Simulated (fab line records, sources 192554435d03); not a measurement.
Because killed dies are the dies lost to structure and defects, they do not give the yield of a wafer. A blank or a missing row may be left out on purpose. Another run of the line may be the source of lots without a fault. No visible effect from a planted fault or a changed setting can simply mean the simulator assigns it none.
fab line records -- flow n5_finfet -- part 1 of 2: steps 1 to 24 of 31
record lots=5, wafers=15, last_day=18
route steps=1938 shown MOL_CONTACT_COAG@557
lots that met no fault: taken from a fault-free run of the same line
start_h: hours from the record's opening day to when the first of the lot's shown wafers began -- wait_h: hours from the lot's prior step to this one -- " repeats the value in the row above -- L1.1+2: a row that stands for several wafers -- - value missing, or start not given -- * or withheld: withheld -- < > ~ a bound
route shown NAME@n: NAME is a module with steps in the file, n the number in the route of the first one -- usual: mean/standard deviation taken from wafers without a fault -- same: alike in all rows -- chamber/n: place in a boat -- sites: per-site readings -- _std_site: the values' standard deviation -- _edge_site: the outer-site mean with the inner-site mean subtracted -- radius_mm: for every site, how far away it sits from the centre of the wafer -- mask NAME#n: copy n -- behind: the most recent tool/chamber to have shaped the wafer -- hold: why the lot went on hold/how many hours it stayed there/how the hold came to an end -- device: transistor that didn't switch, given as n, p or np -- end of line: the same wafers' tests at the end of the route -- step lacking rows: just its recipe -- killed: at the first sort, the dies lost to defects and structure; wafer yield is something else -- map: a wafer's dies, x killed, . not, _ none there
set.NAME: setting as actually run; set.NAME@STEP: the setting as run at that earlier step -- model.NAME: the simulator's own value behind a step, which no gauge read
lots at selected steps of the route; one table per step, one row per wafer
services: the hour from which a tool's chamber was out of use, counted from the record's first day as start_h (under 0 if before that day), plus the number of hours and why
## steps
# step N5_MOL_CONTACT_COAG_WET_ETCH_26
# recipe target=Co, target_depth_nm=13
lot.wafer,tool,chamber,start_h,wait_h
L078.2+4+5,wet_bench-05,"3,1,5",120.81,0.0
L083.1+4+6,wet_bench-06,"6,2,5",149.39,0.0
L084.2+4+5,wet_bench-06,"6,0,2",152.90,0.0
L093.3+4+6,wet_bench-04,"0,2,1",204.52,0.0
L095.2+4+6,wet_bench-05,"0,4,5",224.86,0.0
# step N5_MOL_CONTACT_COAG_WET_ETCH_116
# recipe chemistry=SC1-inhibited, target_depth_nm=4.6, dry=ipa_marangoni, rinse_time_s=30, rinse_temp_c=23
lot.wafer,tool,chamber,start_h,wait_h
L078.2+4+5,wet_bench-05,"3,1,5",120.96,0.0
L083.1+4+6,wet_bench-06,"6,2,5",149.54,0.0
L084.2+4+5,wet_bench-06,"6,0,2",153.05,0.0
L093.3+4+6,wet_bench-04,"0,2,1",204.67,0.0
L095.2+4+6,wet_bench-05,"0,4,5",225.01,0.0
# step N5_MOL_CONTACT_COAG_ALD_27
# recipe material=SiOC, target_thk_a=170, temp_c=400, ald_precursor_family=carbosiloxane, ald_co_reactant=H2-plasma, pulse_time_s=1.5, time_s=2720, purge_time_s=2, co_reactant_purge_time_s=2, ald_cycles=340, pressure_torr=2
# usual heater_power_w=905/110, precursor_pulse_height_rel=1.002/0.02
lot.wafer,tool,chamber,start_h,wait_h,heater_power_w,precursor_pulse_height_rel
L078.2,ald_sin-01,3,121.28,0.0,820,0.990
L078.4,ald_sin-01,0,121.28,0.0,934,0.994
L078.5,ald_sin-01,3,121.28,0.0,825,1.010
L083.1,ald_sin-03,0,150.06,0.2,756,1.015
L083.4,ald_sin-03,2,150.06,0.2,943,1.008
L083.6,ald_sin-03,3,150.06,0.2,838,1.031
L084.2,ald_sin-03,2,153.45,0.1,926,1.010
L084.4,ald_sin-03,3,153.45,0.1,840,1.037
L084.5,ald_sin-03,0,153.45,0.1,740,1.003
L093.3,ald_sin-04,3,205.51,0.5,1022,1.020
L093.4,ald_sin-04,2,205.51,0.5,941,1.019
L093.6,ald_sin-04,0,205.51,0.5,753,0.992
L095.2,ald_sin-03,2,225.33,0.0,940,1.002
L095.4,ald_sin-03,0,225.33,0.0,744,1.000
L095.6,ald_sin-03,0,225.33,0.0,762,0.988
# step N5_MOL_CONTACT_COAG_CMP_28
# recipe stop_on=SiNx, t_overpolish_s=0.85, post_cmp_clean=alkaline_brush, down_force_psi=4.15, platen_rpm=51.8, pad_velocity_m_s=1.0307, target_thk_nm=14.522
# usual motor_current_A=11.5/1.3, slurry_filter_dp_kPa=13.49/0.13, time_to_endpoint_s=4.5/2.4
lot.wafer,tool,chamber,start_h,wait_h,motor_current_A,slurry_filter_dp_kPa,time_to_endpoint_s
L078.2,cmp-04,2,122.85,0.8,9.6,13.64,5.5
L078.4,cmp-04,3,122.85,0.8,13.3,13.38,8.6
L078.5,cmp-04,2,122.85,0.8,9.8,13.55,6.9
L083.4,cmp-03,1,151.67,0.8,12.5,13.59,5.3
L083.1,cmp-03,2,151.67,0.8,12.6,13.48,7.4
L083.6,cmp-03,1,151.67,0.8,12.8,13.37,7.2
L084.4,cmp-02,3,155.10,0.9,12.3,13.40,5.3
L084.2,cmp-02,0,155.10,0.9,11.4,13.61,6.2
L084.5,cmp-02,2,155.10,0.9,12.7,13.52,5.6
L093.3,cmp-02,3,207.07,0.8,11.8,13.54,4.8
L093.4,cmp-02,2,207.07,0.8,12.3,13.52,4.4
L093.6,cmp-02,0,207.07,0.8,10.4,13.48,2.9
L095.4,cmp-04,1,226.90,0.8,10.9,13.49,4.6
L095.2,cmp-04,3,226.90,0.8,14.2,13.43,10.1
L095.6,cmp-04,1,226.90,0.8,11.5,13.11,3.4
# step N5_MOL_CONTACT_COAG_THK_MEAS_29
# recipe reads=SiNx_of_GATE_CUT_PECVD_57+SiNx_of_GATE_CUT_SAC_CAP_01
# usual MD_CAP_THK=17.89/0.089
lot.wafer,tool,chamber,start_h,wait_h,MD_CAP_THK[nm]
L078.2,film_metro-02,-,123.16,0.3,17.95
L078.4,film_metro-02,-,123.16,0.3,17.92
L078.5,film_metro-02,-,123.16,0.3,17.99
L083.1,film_metro-01,-,151.92,-,18.00
L083.4,film_metro-01,-,151.92,-,17.89
L083.6,film_metro-01,-,151.92,-,17.92
L084.2,film_metro-02,-,155.32,-,17.86
L084.4,film_metro-02,-,155.32,-,17.80
L084.5,film_metro-02,-,155.32,-,17.87
L093.3,film_metro-01,-,207.37,-,18.06
L093.4,film_metro-01,-,207.37,-,17.83
L093.6,film_metro-01,-,207.37,-,17.93
L095.2,film_metro-01,-,227.19,-,18.01
L095.4,film_metro-01,-,227.19,-,17.87
L095.6,film_metro-01,-,227.19,-,17.98
# step N5_MOL_CONTACT_COAG_ALD_123
# recipe material=SiNx, target_thk_a=50, temp_c=400, ald_precursor_family=SiH2I2, ald_co_reactant=N2/H2-plasma, pulse_time_s=1, purge_time_s=2, co_reactant_purge_time_s=2, ald_cycles=100, pressure_torr=2
# usual heater_power_w=896/97, precursor_pulse_height_rel=1.000/0.019
lot.wafer,tool,chamber,start_h,wait_h,heater_power_w,precursor_pulse_height_rel
L078.2,ald_sin-04,1,123.66,0.5,1016,1.008
L078.4,ald_sin-04,3,123.66,0.5,1028,0.974
L078.5,ald_sin-04,0,123.66,0.5,744,0.989
L083.1,ald_sin-03,1,151.96,0.0,1020,0.985
L083.4,ald_sin-03,3,151.96,0.0,835,1.004
L083.6,ald_sin-03,3,151.96,0.0,836,0.991
L084.2,ald_sin-03,1,155.35,0.0,971,0.971
L084.4,ald_sin-03,0,155.35,0.0,773,1.016
L084.5,ald_sin-03,1,155.35,0.0,1012,1.010
L093.3,ald_sin-03,1,207.41,0.0,990,0.963
L093.4,ald_sin-03,3,207.41,0.0,845,0.993
L093.6,ald_sin-03,3,207.41,0.0,861,1.000
L095.2,ald_sin-03,2,227.23,0.0,947,0.971
L095.4,ald_sin-03,0,227.23,0.0,773,0.965
L095.6,ald_sin-03,2,227.23,0.0,963,0.974
# step N5_MOL_CONTACT_COAG_PECVD_31
# recipe material=SiO2, target_thk_a=460, temp_c=400, precursor=TEOS/O2, pressure_torr=6.5, rf_w=withheld, teos_flow_sccm=withheld, gas=O2, flow_sccm=2650, time_s=8.9
lot.wafer,tool,chamber,start_h,wait_h
L078.2+4+5,pecvd-02,"1,0,2",124.16,0.3
L083.1+4+6,pecvd-03,"2,1,0",152.47,0.3
L084.2+4+5,pecvd-03,"2,1,2",155.86,0.3
L093.3+4+6,pecvd-03,"0,0,1",207.91,0.3
L095.2+4+6,pecvd-03,"0,0,1",227.73,0.3
# step N5_MOL_CONTACT_COAG_COAT_75
# recipe resist=SOC, temp_c=250, time_s=60, spin_rpm=1500, resist_thk_nm=60
lot.wafer,tool,chamber,start_h,wait_h
L078.2+4+5,litho_track-02,0,126.35,2.2
L083.1+4+6,litho_track-03,0,152.52,0.0
L084.2+4+5,litho_track-01,0,155.93,0.1
L093.3+4+6,litho_track-03,0,207.98,0.1
L095.2+4+6,litho_track-01,0,227.79,0.0
# step N5_MOL_CONTACT_COAG_COAT_76
# recipe resist=SiARC, temp_c=220, time_s=60, spin_rpm=1500, resist_thk_nm=10
lot.wafer,tool,chamber,start_h,wait_h
L078.2+4+5,litho_track-02,0,-,-
L083.1+4+6,litho_track-03,0,-,-
L084.2+4+5,litho_track-01,0,-,-
L093.3+4+6,litho_track-03,0,-,-
L095.2+4+6,litho_track-01,0,-,-
# step N5_MOL_CONTACT_COAG_COAT_77
# recipe resist=underlayer, temp_c=205, time_s=60, spin_rpm=1500, resist_thk_nm=10
lot.wafer,tool,chamber,start_h,wait_h
L078.2+4+5,litho_track-02,0,-,-
L083.1+4+6,litho_track-03,0,-,-
L084.2+4+5,litho_track-01,0,-,-
L093.3+4+6,litho_track-03,0,-,-
L095.2+4+6,litho_track-01,0,-,-
# step N5_MOL_CONTACT_COAG_COAT_78
# recipe resist=CAR-EUV, spin_rpm=1500, resist_thk_nm=40
lot.wafer,tool,chamber,start_h,wait_h
L078.2+4+5,litho_track-02,0,-,-
L083.1+4+6,litho_track-03,0,-,-
L084.2+4+5,litho_track-01,0,-,-
L093.3+4+6,litho_track-03,0,-,-
L095.2+4+6,litho_track-01,0,-,-
# step N5_MOL_CONTACT_COAG_EBR_80
# recipe solvent=PGMEA, ebr_width_mm=1.5
lot.wafer,tool,chamber,start_h,wait_h
L078.2+4+5,litho_track-02,0,-,-
L083.1+4+6,litho_track-03,0,-,-
L084.2+4+5,litho_track-01,0,-,-
L093.3+4+6,litho_track-03,0,-,-
L095.2+4+6,litho_track-01,0,-,-
# step N5_MOL_CONTACT_COAG_SOFTBAKE_79
# recipe temp_c=110, time_s=60, resist=CAR-EUV
lot.wafer,tool,chamber,start_h,wait_h
L078.2+4+5,litho_track-02,0,-,-
L083.1+4+6,litho_track-03,0,-,-
L084.2+4+5,litho_track-01,0,-,-
L093.3+4+6,litho_track-03,0,-,-
L095.2+4+6,litho_track-01,0,-,-
# step N5_MOL_CONTACT_COAG_EXPOSE_81
# recipe mask_id=VG, na=0.33, source_shape=annular, sigma_inner=0.3, sigma_outer=0.7, polarization=unpolarized, defocus_nm=0, dose_mj=59.5
lot.wafer,tool,chamber,start_h,wait_h,mask
L078.2+4+5,euv_scanner-01,0,126.66,-,VG#0
L083.1+4+6,euv_scanner-01,0,152.66,-,VG#0
L084.2+4+5,euv_scanner-01,0,156.07,-,VG#0
L093.3+4+6,euv_scanner-02,0,208.14,-,VG#0
L095.2+4+6,euv_scanner-01,0,227.93,-,VG#0
# step N5_MOL_CONTACT_COAG_PEB_82
# recipe peb_temp_c=100, peb_time_s=60, resist=CAR-EUV
lot.wafer,tool,chamber,start_h,wait_h
L078.2+4+5,litho_track-01,0,126.73,0.1
L083.1+4+6,litho_track-01,0,152.73,0.1
L084.2+4+5,litho_track-01,0,156.14,0.1
L093.3+4+6,litho_track-02,0,208.20,0.1
L095.2+4+6,litho_track-03,0,228.00,0.1
# step N5_MOL_CONTACT_COAG_DEVELOP_83
# recipe develop_time_s=30, developer=TMAH, resist=CAR-EUV, rinse_liquid=surfactant_rinse, dry=air_spin, dev_temp_c=23
lot.wafer,tool,chamber,start_h,wait_h
L078.2+4+5,litho_track-01,0,-,-
L083.1+4+6,litho_track-01,0,-,-
L084.2+4+5,litho_track-01,0,-,-
L093.3+4+6,litho_track-02,0,-,-
L095.2+4+6,litho_track-03,0,-,-
# step N5_MOL_CONTACT_COAG_CD_MEAS_84
# recipe target_cd_nm=25.1, landing_energy_ev=500, detector=se_inlens, polarity=opening
# usual cd_nm=25.11/0.27
lot.wafer,tool,chamber,start_h,wait_h,cd_nm
L078.2,cd_sem-03,0,126.79,-,25.14
L078.4,cd_sem-03,0,126.79,-,25.08
L078.5,cd_sem-03,0,126.79,-,25.36
L083.1,cd_sem-02,0,152.80,-,24.82
L083.4,cd_sem-02,0,152.80,-,25.04
L083.6,cd_sem-02,0,152.80,-,25.54
L084.2,cd_sem-03,0,156.21,-,25.25
L084.4,cd_sem-03,0,156.21,-,25.45
L084.5,cd_sem-03,0,156.21,-,25.24
L093.3,cd_sem-03,0,208.26,-,25.10
L093.4,cd_sem-03,0,208.26,-,25.40
L093.6,cd_sem-03,0,208.26,-,25.72
L095.2,cd_sem-02,0,228.07,-,24.65
L095.4,cd_sem-02,0,228.07,-,24.81
L095.6,cd_sem-02,0,228.07,-,24.92
# step N5_MOL_CONTACT_COAG_OVL_MEAS_85
# recipe points_per_wafer=522
# usual VG_OVL=0.1/0.88
lot.wafer,tool,chamber,start_h,wait_h,VG_OVL[nm]
L078.2,overlay-02,0,126.83,0.0,0.7
L078.4,overlay-02,0,126.83,0.0,0.0
L078.5,overlay-02,0,126.83,0.0,1.0
L083.1,overlay-01,0,152.83,0.0,-0.6
L083.4,overlay-01,0,152.83,0.0,-2.4
L083.6,overlay-01,0,152.83,0.0,-2.2
L084.2,overlay-02,0,156.25,0.0,1.6
L084.4,overlay-02,0,156.25,0.0,0.7
L084.5,overlay-02,0,156.25,0.0,2.1
L093.3,overlay-01,0,208.30,0.0,-0.2
L093.4,overlay-01,0,208.30,0.0,-0.6
L093.6,overlay-01,0,208.30,0.0,-0.6
L095.2,overlay-02,0,228.10,0.0,0.4
L095.4,overlay-02,0,228.10,0.0,0.9
L095.6,overlay-02,0,228.10,0.0,0.8
# step N5_MOL_CONTACT_COAG_INSPECT_57
# recipe mode=adi, inspect_instrument=brightfield
# usual raw_defect_count=232/56
lot.wafer,tool,chamber,start_h,wait_h,raw_defect_count
L078.2,defect_inspect-01,-,126.88,0.0,203
L078.4,defect_inspect-01,-,126.88,0.0,190
L078.5,defect_inspect-01,-,126.88,0.0,243
L083.1,defect_inspect-01,-,152.89,0.1,193
L083.4,defect_inspect-01,-,152.89,0.1,239
L083.6,defect_inspect-01,-,152.89,0.1,208
L084.2,defect_inspect-02,-,156.31,0.1,247
L084.4,defect_inspect-02,-,156.31,0.1,296
L084.5,defect_inspect-02,-,156.31,0.1,198
L093.3,defect_inspect-02,-,208.35,0.0,299
L093.4,defect_inspect-02,-,208.35,0.0,309
L093.6,defect_inspect-02,-,208.35,0.0,258
L095.2,defect_inspect-02,-,228.16,0.0,195
L095.4,defect_inspect-02,-,228.16,0.0,201
L095.6,defect_inspect-02,-,228.16,0.0,280
# step N5_MOL_CONTACT_COAG_DESCUM_88
# recipe chemistry=O2, time_s=7, source_power_w=50, bias_power_w=20, pressure_mtorr=20, rf_frequency_hz=2.712e+07, temp_c=40, resist=CAR-EUV, o2_flow_sccm=225
# usual drypump_motor_current_A=5.8/0.36, oes_product_au=0.79/0.098, rf_vpp_V=243.3/1.4, showerhead_plenum_p_Torr=2.10/0.079, throttle_valve_pct=20.36/0.27
lot.wafer,tool,chamber,start_h,wait_h,drypump_motor_current_A,oes_product_au,rf_hours_counter_h,rf_vpp_V,showerhead_plenum_p_Torr,throttle_valve_pct
L078.2,rie_diel-03,3,126.92,0.0,5.5,1.00,1,241.8,2.08,20.47
L078.4,rie_diel-03,1,126.92,0.0,5.8,0.93,11,243.7,2.13,20.36
L078.5,rie_diel-03,3,126.92,0.0,5.5,0.99,-,242.9,2.08,20.49
L083.1,rie_diel-04,2,153.16,0.3,5.5,0.73,172,241.8,2.02,20.53
L083.4,rie_diel-04,1,153.16,0.3,6.1,0.87,52,245.3,2.11,20.14
L083.6,rie_diel-04,1,153.16,0.3,6.1,0.87,-,242.2,2.11,20.14
L084.2,rie_diel-03,1,156.34,0.0,5.7,0.88,21,242.1,2.12,20.36
L084.4,rie_diel-03,2,156.34,0.0,5.9,0.69,229,240.6,1.97,20.26
L084.5,rie_diel-03,1,156.34,0.0,5.8,0.87,-,243.0,2.12,20.38
L093.3,rie_diel-05,3,208.41,0.1,5.7,0.68,227,242.3,2.08,20.52
L093.4,rie_diel-05,0,208.41,0.1,6.6,0.79,114,246.2,2.19,20.47
L093.6,rie_diel-05,2,208.41,0.1,5.1,0.88,-,244.0,2.20,19.87
L095.2,rie_diel-05,0,228.22,0.1,6.6,0.79,122,244.5,2.18,20.47
L095.4,rie_diel-05,3,228.22,0.1,5.7,0.68,233,243.9,2.08,20.53
L095.6,rie_diel-05,2,228.22,0.1,5.1,0.88,-,244.9,2.20,19.87
# step N5_MOL_CONTACT_COAG_ETCH_89
# recipe chemistry=N2/H2, target=underlayer, target_depth_a=130, mask_material=CAR-EUV, time_s=10.4, ion_energy_ev=200, pressure_mtorr=30, source_w=840, bias_w=150, n2_flow_sccm=200, h2_flow_sccm=200, ends=cleared
# usual drypump_motor_current_A=5.8/0.36, etch_rf_on_time_s=10.47/0.23, oes_product_au=0.67/0.085, rf_vpp_V=524.1/2.8, showerhead_plenum_p_Torr=2.55/0.1, throttle_valve_pct=17.78/0.24
lot.wafer,tool,chamber,start_h,wait_h,drypump_motor_current_A,etch_rf_on_time_s,oes_product_au,rf_hours_counter_h,rf_vpp_V,showerhead_plenum_p_Torr,throttle_valve_pct
L078.2,rie_diel-03,3,126.95,0.0,5.5,10.31,0.84,1,524.5,2.48,17.62
L078.4,rie_diel-03,1,126.95,0.0,5.8,10.22,0.78,11,525.3,2.62,18.01
L078.5,rie_diel-03,3,126.95,0.0,5.5,10.46,0.84,-,521.8,2.48,17.62
L083.1,rie_diel-04,2,153.20,0.0,5.5,10.50,0.63,172,522.0,2.44,17.86
L083.4,rie_diel-04,1,153.20,0.0,6.1,10.27,0.75,52,526.0,2.59,17.66
L083.6,rie_diel-04,1,153.20,0.0,6.1,10.28,0.74,-,524.4,2.59,17.67
L084.2,rie_diel-03,1,156.38,0.0,5.7,10.51,0.75,21,524.9,2.61,18.03
L084.4,rie_diel-03,2,156.38,0.0,5.9,10.89,0.58,229,520.1,2.40,17.63
L084.5,rie_diel-03,1,156.38,0.0,5.8,10.47,0.76,-,526.4,2.61,18.02
L093.3,rie_diel-05,3,208.45,0.0,5.7,10.22,0.60,227,522.9,2.51,17.78
L093.4,rie_diel-05,0,208.45,0.0,6.6,10.59,0.67,114,527.0,2.68,17.96
L093.6,rie_diel-05,2,208.45,0.0,5.1,10.35,0.76,-,528.7,2.72,17.58
L095.2,rie_diel-05,0,228.25,0.0,6.6,10.48,0.67,122,525.6,2.67,17.99
L095.4,rie_diel-05,3,228.25,0.0,5.7,10.24,0.60,233,524.2,2.50,17.80
L095.6,rie_diel-05,2,228.25,0.0,5.1,10.36,0.74,-,527.7,2.72,17.60
# step N5_MOL_CONTACT_COAG_ETCH_90
# recipe chemistry=CF4, target=SiARC, target_depth_a=130, mask_material=CAR-EUV, time_s=21.7, ion_energy_ev=80, pressure_mtorr=40, source_w=545, bias_w=36, Ar_flow_sccm=100, cf4_flow_sccm=100, ends=cleared
# usual drypump_motor_current_A=5.8/0.36, etch_rf_on_time_s=21.8/0.51, oes_product_au=0.67/0.085, rf_vpp_V=184.1/1.3, showerhead_plenum_p_Torr=2.15/0.079, throttle_valve_pct=15.57/0.22
lot.wafer,tool,chamber,start_h,wait_h,drypump_motor_current_A,etch_rf_on_time_s,oes_product_au,rf_hours_counter_h,rf_vpp_V,showerhead_plenum_p_Torr,throttle_valve_pct
L078.2,rie_diel-03,3,126.97,0.0,5.5,21.3,0.84,1,183.3,2.11,15.50
L078.4,rie_diel-03,1,126.97,0.0,5.8,21.4,0.78,11,183.4,2.17,15.46
L078.5,rie_diel-03,3,126.97,0.0,5.5,21.4,0.85,-,183.4,2.11,15.51
L083.1,rie_diel-04,2,153.22,0.0,5.4,21.9,0.63,172,183.8,2.06,15.63
L083.4,rie_diel-04,1,153.22,0.0,6.1,21.1,0.75,52,185.6,2.17,15.34
L083.6,rie_diel-04,1,153.22,0.0,6.1,21.3,0.75,-,183.6,2.17,15.34
L084.2,rie_diel-03,1,156.39,0.0,5.8,21.6,0.76,21,184.2,2.17,15.49
L084.4,rie_diel-03,2,156.39,0.0,5.8,22.6,0.59,229,183.1,2.04,15.64
L084.5,rie_diel-03,1,156.39,0.0,5.8,21.7,0.76,-,183.9,2.17,15.49
L093.3,rie_diel-05,3,208.47,0.0,5.7,21.5,0.60,227,184.3,2.11,15.65
L093.4,rie_diel-05,0,208.47,0.0,6.6,22.1,0.67,114,184.3,2.25,15.73
L093.6,rie_diel-05,2,208.47,0.0,5.1,21.6,0.76,-,186.1,2.28,15.26
L095.2,rie_diel-05,0,228.27,0.0,6.6,21.8,0.68,122,185.9,2.25,15.73
L095.4,rie_diel-05,3,228.27,0.0,5.7,21.4,0.59,233,184.7,2.11,15.66
L095.6,rie_diel-05,2,228.27,0.0,5.1,21.2,0.76,-,186.0,2.28,15.28
# step N5_MOL_CONTACT_COAG_ALD_131
# recipe material=SiO2, target_thk_a=50, temp_c=100, ald_precursor_family=BDEAS, ald_co_reactant=O2-plasma, pulse_time_s=1, co_reactant_pulse_time_s=1, purge_time_s=2, co_reactant_purge_time_s=2, ald_cycles=35, pressure_torr=2
# usual heater_power_w=82/8.9, precursor_pulse_height_rel=0.999/0.022
lot.wafer,tool,chamber,start_h,wait_h,heater_power_w,precursor_pulse_height_rel
L078.2,ald_sin-01,3,127.05,0.1,76,1.004
L078.4,ald_sin-01,0,127.05,0.1,84,1.027
L078.5,ald_sin-01,0,127.05,0.1,84,0.985
L083.1,ald_sin-03,1,153.30,0.1,92,0.998
L083.4,ald_sin-03,0,153.30,0.1,69,0.988
L083.6,ald_sin-03,3,153.30,0.1,77,1.037
L084.2,ald_sin-03,1,156.65,0.2,92,1.008
L084.4,ald_sin-03,2,156.65,0.2,87,1.001
L084.5,ald_sin-03,1,156.65,0.2,90,0.996
L093.3,ald_sin-03,1,208.62,0.1,94,0.976
L093.4,ald_sin-03,0,208.62,0.1,70,1.020
L093.6,ald_sin-03,2,208.62,0.1,88,0.985
L095.2,ald_sin-03,1,228.35,0.1,90,1.001
L095.4,ald_sin-03,0,228.35,0.1,68,1.019
L095.6,ald_sin-03,3,228.35,0.1,80,1.003
# step N5_MOL_CONTACT_COAG_ETCHBACK_132
# recipe chemistry=CHF3, target=SiO2, target_depth_a=100, time_s=6.7, ion_energy_ev=200, pressure_mtorr=30, source_w=610, bias_w=170, Ar_flow_sccm=200, CHF3_flow_sccm=50
# usual CHF3_flow_sccm=49.99/0.13, drypump_motor_current_A=5.8/0.43, oes_product_au=0.78/0.094, rf_vpp_V=526/11, showerhead_plenum_p_Torr=2.40/0.092, throttle_valve_pct=18.69/0.27
lot.wafer,tool,chamber,start_h,wait_h,CHF3_flow_sccm,drypump_motor_current_A,oes_product_au,rf_hours_counter_h,rf_vpp_V,showerhead_plenum_p_Torr,throttle_valve_pct
L078.2,rie_diel-03,3,127.26,0.1,49.91,5.6,0.98,1,505,2.34,18.64
L078.4,rie_diel-03,0,127.26,0.1,49.95,5.8,0.70,195,536,2.46,18.38
L078.5,rie_diel-03,0,127.26,0.1,50.13,5.8,0.71,-,537,2.46,18.39
L083.1,rie_diel-03,2,153.48,0.1,50.13,5.9,0.68,228,507,2.26,18.65
L083.4,rie_diel-03,0,153.48,0.1,49.91,5.8,0.70,204,537,2.46,18.39
L083.6,rie_diel-03,0,153.48,0.1,49.95,5.8,0.70,-,538,2.46,18.39
L084.2,rie_diel-03,1,156.95,0.2,50.06,5.8,0.88,22,530,2.41,18.66
L084.4,rie_diel-03,3,156.95,0.2,50.00,5.5,0.95,12,503,2.34,18.67
L084.5,rie_diel-03,3,156.95,0.2,50.00,5.5,0.93,-,505,2.34,18.67
L093.3,rie_diel-05,3,208.81,0.1,50.00,5.7,0.70,227,530,2.34,18.68
L093.4,rie_diel-05,0,208.81,0.1,50.08,6.6,0.80,115,528,2.49,18.74
L093.6,rie_diel-05,0,208.81,0.1,49.91,6.6,0.80,-,529,2.49,18.75
L095.2,rie_diel-05,3,228.67,0.2,50.11,5.7,0.69,233,532,2.34,18.70
L095.4,rie_diel-05,0,228.67,0.2,50.10,6.6,0.79,122,529,2.48,18.75
L095.6,rie_diel-05,2,228.67,0.2,49.77,5.1,0.88,-,516,2.54,18.40
